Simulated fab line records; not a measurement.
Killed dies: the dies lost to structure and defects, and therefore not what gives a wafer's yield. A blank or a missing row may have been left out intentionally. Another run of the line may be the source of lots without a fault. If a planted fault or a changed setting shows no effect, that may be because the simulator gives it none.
A lot that was struck, set against a sound lot | flow n5 finfet | 36 out of 1938 route steps
Sound: wafers L657.3, L657.4, L657.5. Struck: wafer L647.5; the same lot's L647.4 was not struck, so it is left out; see the end for the cause.
At each step with rows: each side's tool, then ch and its chambers, then its first start. Under that, the readings that differ: sound wafers | struck wafers | difference of the means | sigmas: that difference in standard deviations of wafers without a fault.
alike: readings whose means differ by less than 2 such deviations, and words and numbers that are the same on both sides. not compared: withheld readings, readings that some wafer has no value for, bounds like >300 that may hide the same value, and numbers for which the record gives no deviation and whose values overlap.
Wherever a step has rows on one side only, a row that says differs or no value, or a row with sigmas, the two part there. Numbers that don't overlap but have no deviation are shown without sigmas and don't part them. A reading that every wafer of one side lacks parts them only if that side has two wafers or more.

first, 8 steps without rows for these wafers: N5_BEOL_M7_SPUTTER_48 (material Cu, target thk 10 nm, time 1.667 s); N5_BEOL_M7_ECD_50 (material Cu, target thk 300 nm); N5_BEOL_M7_ANNEAL_51 (time 90 s); N5_BEOL_M7_CMP_52 (polishes, stops on SiCOH lowk, t overpolish 6.9 s, target thk 80 nm); N5_BEOL_M7_PRE_CLEAN_55 (time 15 s); N5_BEOL_M7_DEP_56 (deposits SiCN from 3MS/NH3, target thk 10 nm, time 17.5 s); N5_BEOL_M8_ILD_DEP_00 (deposits SiCOH lowk from DEMS/porogen, target thk 179.75 nm, time 33.4 s); N5_BEOL_M8_CURE_74 (cures SiCOH lowk, time 240 s).
N5_BEOL_M8_PECVD_70: deposits SiO2 from TEOS/O2, target thk 20 nm, time 22.7 s.
  sound on pecvd-01 ch 1,2, day 14 11:13; struck on pecvd-03 ch 1, day 11 15:22
  reading                                    | sound          | struck | difference | sigmas
  model.SiO2_of_BEOL_M8_PECVD_70.thk nm (nm) | 20.4 20.2 20.8 | 21.4   | +0.9       |
  alike: heater power w, showerhead plenum p Torr, susceptor temp C, throttle valve pct
then, 25 steps without rows for these wafers: N5_BEOL_M8_HM_DEP_02 (deposits TiN, target thk 20 nm); N5_BEOL_M8_COAT_59 (time 60 s, resist thk 100 nm); N5_BEOL_M8_COAT_60 (time 60 s, resist thk 35 nm); N5_BEOL_M8_COAT_05 (resist thk 90 nm); N5_BEOL_M8_EBR_07; N5_BEOL_M8_SOFTBAKE_06 (time 60 s); N5_BEOL_M8_EXPOSE_08 (exposes mask M8); N5_BEOL_M8_PEB_09 (peb time 60 s); N5_BEOL_M8_DEVELOP_10 (develop time 30 s); N5_BEOL_M8_DESCUM_16 (chemistry O2, time 7.9 s); N5_BEOL_M8_ETCH_61 (etches SiARC in CF4, target depth 45.5 nm, time 75.8 s); N5_BEOL_M8_ETCH_62 (etches SOC in N2/H2, target depth 110 nm, overetch 22 nm, time 165 s); N5_BEOL_M8_STRIP_68 (strips in N2/H2); N5_BEOL_M8_STRIP_67 (strips in CF4); N5_BEOL_M8_HM_OPEN_17 (chemistry Cl2/BCl3, target TiN, target depth 20 nm, overetch 6 nm); N5_BEOL_M8_STRIP_19 (strips in O2); N5_BEOL_M8_COAT_63 (time 60 s, resist thk 60 nm); N5_BEOL_M8_COAT_64 (time 60 s, resist thk 12 nm); N5_BEOL_M8_COAT_71 (time 60 s, resist thk 5 nm); N5_BEOL_M8_COAT_22 (resist thk 30 nm); N5_BEOL_M8_EBR_24; N5_BEOL_M8_SOFTBAKE_23 (time 60 s); N5_BEOL_M8_EXPOSE_25 (exposes mask V7, target cd 40 nm); N5_BEOL_M8_PEB_26 (peb time 60 s); N5_BEOL_M8_DEVELOP_27 (develop time 30 s).
N5_BEOL_M8_HM_STRIP_39: strips TiN in peroxide tin strip, target depth 25 nm, time 158 s.
  sound on wet bench-01 ch 0,1,7, day 14 16:49; struck on wet bench-04 ch 6, day 11 19:31
  reading                                    | sound          | struck | difference | sigmas
  model.SiO2_of_BEOL_M8_PECVD_70.thk nm (nm) | 20.2 20.2 20.6 | 21.2   | +0.9       |
-- record jumps: 3 days separate the struck wafers' starts on either side; left off in module BEOL_M8, taken up again in module PASSIVATION, whose first shown step is the route's number 1936 --
N5_PASSIVATION_PROBE_49:
  only the struck wafers here have rows in the record (prober-02, day 15 00:01); the sound ones have none

== WHERE THEY PART ==
Within this record, at N5_PASSIVATION_PROBE_49 only.

WHY: what the simulator had put in
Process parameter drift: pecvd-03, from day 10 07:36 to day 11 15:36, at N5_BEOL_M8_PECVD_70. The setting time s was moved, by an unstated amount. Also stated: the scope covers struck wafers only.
